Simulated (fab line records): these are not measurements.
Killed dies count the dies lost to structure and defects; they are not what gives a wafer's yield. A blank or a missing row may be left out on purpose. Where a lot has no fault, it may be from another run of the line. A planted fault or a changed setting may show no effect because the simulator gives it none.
Problem report, 8D (eight disciplines) form, completed by code | flow n5 finfet | the parts of the form that need people (team, actions taken, sign-off) are left out
Where a reading is given only as a bound, like >300, the bound stands for it, and a mean or a difference that rests on one is marked > or <: the true number lies beyond.

1. PROBLEM STATEMENT
Wafers without a fault read 129, standard deviation 27; raw defect count at N5_SPACER0_INSPECT_04 reads a mean of 1240 on 6 wafers belonging to 2 lots. Measured from the usual mean, that is +41 standard deviations.
The step: inspects for defects (darkfield).
First observed at day 6 17:40: wafer L986.2, on defect inspect-02. The record holds 24 wafers of 8 lots with a number at this step. By rule, "out" or "out of limits" means more than 4 standard deviations away from the usual mean. The rest of the wafers with a number are treated as sound.

2. WHAT IT IS; WHAT IT IS NOT
question                    | is                     | is not
which readings at this step | raw defect count       | -
which lots                  | L986, L987             | L979, L980, L981, L990, L991, L993
which wafers of those lots  | all that have a number | -
read on which gauges        | defect inspect-02      | defect inspect-01
when                        | from day 6 17:40       | up to then (9 sound wafers); but 9 sound wafers of L990, L991, L993 came after

3. SUSPECTS, AND WHAT RULES EACH OUT
Counting: any tool at a process step up to the reading is kept as a suspect provided that every lot that is out went through it and no sound lot did after the first of them.
- the gauge at N5_SPACER0_INSPECT_04 is ruled out. All the wafers that are out were read on defect inspect-02, but those of them that N5_SD_EPI_N_INSPECT_11 has rows for are out there too, on other tools.
- ald sin-02 at N5_SPACER0_ALD_08 (deposits SiNx, target thk 2 nm): kept. It ran every lot that is out, first L986 (day 6 17:30), and no sound lot after that; its last sound lot up to then is L981 (day 5 12:49).
Remaining after the count: ald sin-02 at N5_SPACER0_ALD_08.

4. THE CAUSE (what the simulator had put in)
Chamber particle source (ald sin-02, N5_SPACER0_ALD_08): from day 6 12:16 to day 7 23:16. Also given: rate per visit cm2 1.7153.
After counting, this tool was the only one left.

5. THE EFFECT CHAIN, in route order
Each row: a reading whose mean over the struck wafers that have a number lies more than 3 standard deviations from the usual. Readings are gone through only where the record gives a usual standard deviation; hours: the median, over the lots, of the time from a lot's start at the first step in this table giving one to that lot's start at this step; sigmas: the change measured in usual standard deviations.
hours | step                    | reading              | usual  | on struck wafers | change | sigmas
0     | N5_SPACER0_INSPECT_04   | raw defect count     | 129    | 1240             | +1111  | +41
0     | N5_SD_EPI_N_INSPECT_11  | raw defect count     | 2.1    | >300             | >+298  | +99 or more
5     | N5_SD_EPI_N_INSPECT_26  | raw defect count     | 204    | 1283             | +1079  | +28
216   | N5_PASSIVATION_PROBE_49 | defect limited yield | 91.1 % | 81.4             | -9.7   | -7.4
216   | N5_PASSIVATION_PROBE_49 | killed at front end  | 39     | 165              | +126   | +13
216   | N5_PASSIVATION_PROBE_49 | killed dies          | 105    | 219              | +114   | +7.6
216   | N5_PASSIVATION_PROBE_49 | killed on rim        | 14     | 26               | +12    | +3.4
216   | N5_PASSIVATION_PROBE_49 | sort_bin_5_function  | 5.3 %  | 11.4             | +6.1   | +7.9
216   | N5_PASSIVATION_PROBE_49 | sort n pass          | 1075   | 961              | -114   | -7.6
216   | N5_PASSIVATION_PROBE_49 | sort yield pct       | 91.1 % | 81.4             | -9.7   | -7.4
Its process steps:
- N5_PASSIVATION_PROBE_49
Later measuring or inspecting steps at which every struck wafer that the step has a row for has a number for every such reading, and none has moved that far: N5_SD_EPI_N_OVL_MEAS_10, N5_BEOL_M4_RC_MEAS_101.

6. HOW IT WOULD HAVE BEEN CAUGHT EARLIER
In this record the first reading out of limits at a measuring or inspecting step was taken at day 6 17:40, 5 hours after the fault began at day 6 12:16.
No tool reading at N5_SPACER0_ALD_08 that has a usual standard deviation in the record was out on any struck wafer, so an alarm limit of 4 standard deviations on those readings would not have fired.
Of the lots that are out (2), L987 began N5_SPACER0_ALD_08 on ald sin-02 after day 6 17:40. It would have been spared by a hold on the tool at that moment.
